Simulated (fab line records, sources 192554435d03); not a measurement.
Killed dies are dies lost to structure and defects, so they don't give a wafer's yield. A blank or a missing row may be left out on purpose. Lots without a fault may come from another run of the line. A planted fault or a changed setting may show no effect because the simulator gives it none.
Chamber matching | flow n5_finfet | N5_FIN_SAQP_ALD_61 on ald_sin-01: 4 sister chambers
The step deposits SiO2, target thk 4 nm, pulse time 1 s, purge time 2 s. 4 wafers are shown with their chamber, then 9 later ones without.

WAFERS WITH THEIR CHAMBER
wafer  | chamber | heater_power_w (W)
L087.5 | 0       | 392
L088.2 | 1       | 381
L088.4 | 3       | 407
L088.6 | 2       | 569

WAFERS WITHOUT THEIR CHAMBER
wafer  | heater_power_w (W)
L090.4 | 396
L090.5 | 398
L090.6 | 405
L093.1 | 405
L093.3 | 389
L093.4 | 406
L095.2 | 576
L095.3 | 408
L095.5 | 395

WHICH CHAMBER EACH WENT THROUGH
wafer  | from the rows above     | in truth
L090.4 | can't be placed: 0 or 3 | 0
L090.5 | can't be placed: 0 or 3 | 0
L090.6 | 3                       | 3
L093.1 | 3                       | 3
L093.3 | can't be placed: 0 or 1 | 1
L093.4 | 3                       | 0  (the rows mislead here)
L095.2 | 2                       | 2
L095.3 | 3                       | 3
L095.5 | 0                       | 0
Placed correctly: 5 of 9. Can't be placed from these rows: 3 (the true chamber is among the candidates in 3). Placed wrongly: 1.
How it was worked out, from the rows above alone: a wafer's distance from a chamber is the root of the sum, over the readings, of the square of ((its reading less the chamber's mean) divided by the reading's scatter). The wafer belongs to the nearest chamber; if the next one is less than 2 further off, it can't be placed. A chamber's mean is the mean of its shown wafers. The scatter: with one shown wafer a chamber, the root of the mean of the squares of how far each hidden wafer lies from its nearest shown one.
